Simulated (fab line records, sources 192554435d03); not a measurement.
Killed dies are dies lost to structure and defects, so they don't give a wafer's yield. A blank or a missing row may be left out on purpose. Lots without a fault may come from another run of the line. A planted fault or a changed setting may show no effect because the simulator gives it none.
Split-lot experiment | flow n5_finfet | 7 lots, 21 wafers read, on a route of 1938 steps

THE SPLIT
At N5_BEOL_M2_ETCH_69 (etches SiARC in CF4, target depth 15.6 nm, time 26 s), the setting bias_w was moved away from the recipe's 36 W on 6 of the 21 wafers read, by -11.4% to +13.7%. The other wafers ran this setting at the recipe's value.

The reading is taken at the split's own step.

THE READING
rf_vpp_V, in V, at N5_BEOL_M2_ETCH_69 (etches SiARC in CF4, target depth 15.6 nm, time 26 s). Fault-free wafers of this fab line usually give 184.1 V, standard deviation 1 V.

wafer  | tool, chamber at the split | bias_w as run, W | against the recipe | rf_vpp_V, V | against lot-mates on the recipe
L074.2 | rie_diel-04, 2             | 36               | recipe             | 183.4       | -
L074.3 | rie_diel-04, 0             | 36               | recipe             | 182.6       | -
L074.4 | rie_diel-04, 1             | 36               | recipe             | 184.6       | -
L076.1 | rie_diel-02, 2             | 36               | recipe             | 186.2       | -
L076.2 | rie_diel-02, 0             | 32.88            | -8.7%              | 173.2       | -11.9
L076.5 | rie_diel-02, 0             | 36               | recipe             | 184.0       | -
L084.3 | rie_diel-02, 1             | 36               | recipe             | 184.6       | -
L084.5 | rie_diel-02, 3             | 37.72            | +4.8%              | 190.2       | +5.1
L084.6 | rie_diel-02, 0             | 36               | recipe             | 185.6       | -
L085.1 | rie_diel-02, 0             | 36               | recipe             | 185.7       | -
L085.5 | rie_diel-02, 0             | 36               | recipe             | 183.7       | -
L085.6 | rie_diel-02, 3             | 36               | recipe             | 185.1       | -
L092.1 | rie_diel-01, 2             | 36               | recipe             | 183.2       | -
L092.2 | rie_diel-01, 1             | 40.92            | +13.7%             | 199.3       | +16.1
L092.3 | rie_diel-01, 0             | 40.92            | +13.7%             | 198.3       | +15.1
L093.2 | rie_diel-01, 2             | 36               | recipe             | 184.6       | -
L093.3 | rie_diel-01, 0             | 31.89            | -11.4%             | 169.5       | -14.2
L093.4 | rie_diel-01, 0             | 36               | recipe             | 182.8       | -
L091.1 | rie_diel-02, 0             | 36               | recipe             | 183.8       | -
L091.5 | rie_diel-02, 0             | 39.2             | +8.9%              | 195.5       | +11.4
L091.6 | rie_diel-02, 3             | 36               | recipe             | 184.4       | -

THE FIT
A straight line over all 21 wafers: rf_vpp_V changes by +1.17 V for each +1% of bias_w; r = +0.99; the points scatter about the line by 1.1 V.
The same after taking each lot's own level away (the mean of its wafers on the recipe; 21 wafers): +1.21 V for each +1%; r = +0.99; scatter 0.84 V.
On that fit, the largest move of bias_w shifts the reading by 16 V.
The lots' own levels span 183.20 to 185.10 V, that is 1.9 times the standard deviation above.
So the lot-to-lot level changes the slope little: the two slopes agree.
Check: with one of the wafers moved furthest among these (+13.7%) left out of the fit, the line predicts +16.4 V for it against its lot-mates. It came out at +16.1 V against them.
Tool readings at the split's step, against how far the setting was moved: rf_vpp_V r = +0.99.

OTHER SPLITS ON THESE WAFERS
These wafers also went through other splits before the reading. Each is held against what the fit with the lots' levels taken away leaves over:
other split on the same wafers | wafers away from the commonest value | r with rf_vpp_V (lot level and that fit taken away)
N5_BEOL_M2_DESCUM_33 time_s    | 7                                    | +0.45

THE FILE'S OWN FIT
rf_vpp_V changes by +1.22 V for each +1% of bias_w, r = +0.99.
